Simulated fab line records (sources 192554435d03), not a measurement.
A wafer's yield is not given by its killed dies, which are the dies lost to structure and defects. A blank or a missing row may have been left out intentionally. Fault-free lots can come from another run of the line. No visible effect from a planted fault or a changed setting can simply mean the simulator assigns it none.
One fault seen from 3 desks    flow n5 finfet    each desk holds nothing but its own numbers, with what lay behind them at the end

## THE DEFECT DESK
Per lot, the means of the sampled wafers with a number show what the inspections along the route counted. If a lot's mean is further than 4 standard deviations from the usual mean, the lot is out of limits and carries the mark OUT (the distance appears in the brackets).
Columns: A = raw defect count at N5_BEOL_M0_SAQP_INSPECT_42, usual 295
lot   first seen here  A
L956  day 6 07:17      297
L960  day 7 02:07      266
L970  day 9 13:37      410
L976  day 11 01:08     281
L977  day 11 10:29     319
This desk found nothing out of limits on any of the 5 lots.

## FROM THE METROLOGY DESK
Means of the sampled wafers that have a number, per lot and without regard to the tool the lot ran on: this is what the gauges read. If a lot's mean is further than 4 standard deviations from the usual mean, the lot is out of limits and carries the mark OUT (the distance appears in the brackets). Of its 12 readings 7 are shown: those that lie furthest out on some lot.
Columns: A = cd nm at N5_BEOL_M0_SAQP_CD_MEAS_40, usual 29.86 nm; B = DIBL_N at N5_BEOL_M4_RC_MEAS_101, usual 35.8 mV/V; C = IOFF_N at N5_BEOL_M4_RC_MEAS_101, usual 0.150 nA/um; D = IOFF_P at N5_BEOL_M4_RC_MEAS_101, usual 0.194 nA/um; E = ION_P at N5_BEOL_M4_RC_MEAS_101, usual 456 uA/um; F = SS_P at N5_BEOL_M4_RC_MEAS_101, usual 73.1 mV/dec; G = VT_P at N5_BEOL_M4_RC_MEAS_101, usual -252 mV
lot   first seen here  A      B     C      D      E    F     G
L956  day 6 07:11      29.59  36.2  0.159  0.199  453  73.4  -252
L960  day 7 02:01      29.82  34.2  0.133  0.171  457  72.9  -254
L970  day 9 13:31      29.77  35.8  0.154  0.215  465  73.5  -249
L976  day 11 01:02     29.96  36.8  0.161  0.211  459  73.3  -251
L977  day 11 10:23     30.26  37.8  0.178  0.235  465  73.8  -249
This desk found nothing out of limits on any of the 5 lots.

## TOOL OWNER'S DESK, rie diel-05
The tool's own readings at N5_BEOL_M0_SAQP_CUT_ETCH_46 (etches SOC in N2/H2, target depth 135 nm, overetch 27 nm, time 202.5 s): means of the sampled wafers that have a number, for each lot that ran on this tool. If a lot's mean is further than 4 standard deviations from the usual mean, the lot is out of limits and carries the mark OUT (the distance appears in the brackets).
Columns: A = bias w at N5_BEOL_M0_SAQP_CUT_ETCH_46, usual 150.0 W; B = drypump motor current A at N5_BEOL_M0_SAQP_CUT_ETCH_46, usual 5.8 A; C = h2 flow sccm at N5_BEOL_M0_SAQP_CUT_ETCH_46, usual 199.9 sccm; D = rf vpp V at N5_BEOL_M0_SAQP_CUT_ETCH_46, usual 523.9 V; E = showerhead plenum p Torr at N5_BEOL_M0_SAQP_CUT_ETCH_46, usual 2.54 Torr; F = throttle valve pct at N5_BEOL_M0_SAQP_CUT_ETCH_46, usual 17.95 %
lot   first seen here  A      B    C      D      E     F
L956  day 6 07:43      150.2  5.3  199.7  523.0  2.52  17.76
L960  day 7 02:14      150.1  5.7  199.7  524.0  2.54  18.05
L970  day 9 14:04      149.2  5.7  201.0  524.3  2.58  17.93
This desk found nothing out of limits on any of the 3 lots.

## BROUGHT TOGETHER
Nothing out of limits was seen by the defect desk.
Metrology desk: nothing out of limits seen.
The desk of the tool owner found nothing out of limits.

## WHAT THE SIMULATOR HAD PUT IN
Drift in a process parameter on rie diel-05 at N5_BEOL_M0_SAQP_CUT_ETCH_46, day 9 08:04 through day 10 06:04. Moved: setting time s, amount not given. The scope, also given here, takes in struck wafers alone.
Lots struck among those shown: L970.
